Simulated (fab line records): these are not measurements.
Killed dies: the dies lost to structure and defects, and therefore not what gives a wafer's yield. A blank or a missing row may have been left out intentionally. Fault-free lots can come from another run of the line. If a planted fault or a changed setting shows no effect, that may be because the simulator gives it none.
A struck lot beside a sound one || flow nandHarc || 15 steps out of a route of 1159
Sound: the wafers L478.2, L478.5, L478.6. Struck: wafer L497.1 (left out: L497.2, L497.3 of the same lot, which were not struck); the cause appears at the end.
Each step with rows lists, per side, the tool, then ch with its chambers, then its first start. Under that, the readings that differ: sound wafers || struck wafers || difference of the means || sigmas: that difference in standard deviations of wafers without a fault.
alike: same words and numbers on both sides, and readings whose means sit less than 2 such deviations apart. not compared: any withheld reading, any reading some wafer has no value for, any bound like >300 that may hide the same value, and any number with overlapping values for which the record gives no deviation.
The two part at a step that has a row with sigmas, a row that says differs or no value, or rows on one side only. When numbers do not overlap yet have no deviation, they are printed without sigmas and do not part them. A reading missing from all wafers of one side parts the sides only when that side holds two or more wafers.

first, 7 steps without rows for these wafers: NHARC_A_CONTACT_COAT_87 (time 65 s); NHARC_A_CONTACT_COAT_02 (resist thk 90 nm); NHARC_A_CONTACT_SOFTBAKE_03 (time 55 s); NHARC_A_CONTACT_EBR_04; NHARC_A_CONTACT_EXPOSE_05 (exposes mask A CC); NHARC_A_CONTACT_PEB_06 (peb time 65 s); NHARC_A_CONTACT_DEVELOP_07 (develop time 35 s).
NHARC_A_CONTACT_CD_MEAS_08 targets a cd of 100 nm.
  sound on cdSem-03 ch 0, day 16 18:35; struck on cdSem-02 ch 0, day 22 04:16
  alike: cdNm
NHARC_A_CONTACT_OVL_MEAS_09:
  sound on overlay-02 at day 16 18:41; struck on overlay-02 at day 22 04:22
  alike: overlayXNm, overlayYNm
NHARC_A_CONTACT_INSPECT_10:
  sound on defectInspect-02 at day 16 18:43; struck on defectInspect-02 at day 22 04:24
  alike: rawDefectCount
NHARC_A_CONTACT_DESCUM_13: chemistry O2, time 3 s.
  sound on rieDiel-03 ch 0,1, day 16 18:47; struck on rieDiel-03 ch 0, day 22 04:28
{"reading": "rfVppV (V)", "sound": "57.3 56.7 58.5", "struck": 60.2, "difference": "+2.7", "sigmas": "+3"}
  alike: drypumpMotorCurrentA, oesProductAu, showerheadPlenumPTorr, throttleValvePct
  not compared: rfHoursCounterH
NHARC_A_CONTACT_ETCH_88: etches the open film in CF4, target depth 39 nm, time 65 s.
  sound on rieDiel-03 ch 0,1,3, day 16 18:53; struck on rieDiel-03 ch 1, day 22 04:32
  alike: drypumpMotorCurrentA, oesProductAu, rfVppV, showerheadPlenumPTorr, throttleValvePct
  not compared: rfHoursCounterH
NHARC_A_CONTACT_ETCH_89: etches the open film in N2/H2, target depth 260 nm, time 475.3 s.
  sound on rieDiel-03 ch 0,2,3, day 16 19:05; struck on rieDiel-03 ch 0, day 22 04:38
{"reading": "oesProductAu (a.u.)", "sound": "0.995 0.958 0.996", "struck": 0.847, "difference": -0.136, "sigmas": -9}
{"reading": "throttleValvePct (%)", "sound": "14.192 14.176 14.182", "struck": 14.155, "difference": -0.028, "sigmas": -3}
  alike: drypumpMotorCurrentA, rfVppV, showerheadPlenumPTorr
  not compared: rfHoursCounterH
NHARC_A_CONTACT_ETCH_30: etches the open film in CF4/CHF3, target depth 60.5 nm, time 30.2 s.
  sound on rieDiel-03 ch 0,3; struck on rieDiel-03 ch 3
  alike: drypumpMotorCurrentA, oesProductAu, rfVppV, showerheadPlenumPTorr, throttleValvePct
  not compared: rfHoursCounterH
-- the record jumps here: 3 days lie between the struck wafers' starts before and after (it left off in module A_CONTACT and takes up again in module END, whose first step shown is number 1159 of the route) --
NHARC_END_SORT_01:
  sound on prober-01 ch 0, day 19 14:28; struck on prober-02 ch 0, day 24 19:58
{"reading": "killedAtArray", "sound": "48 34 39", "struck": 212, "difference": "+172", "sigmas": "+16"}
{"reading": "killedDies", "sound": "51 38 46", "struck": 215, "difference": "+170", "sigmas": "+14"}
  alike: killedAtOther, killedAtPeriphery, killedOpen, killedShort

## WHERE THEY PART
Last at NHARC_END_SORT_01 as far as this record goes, first at NHARC_A_CONTACT_DESCUM_13.

WHY: what had been put in by the simulator
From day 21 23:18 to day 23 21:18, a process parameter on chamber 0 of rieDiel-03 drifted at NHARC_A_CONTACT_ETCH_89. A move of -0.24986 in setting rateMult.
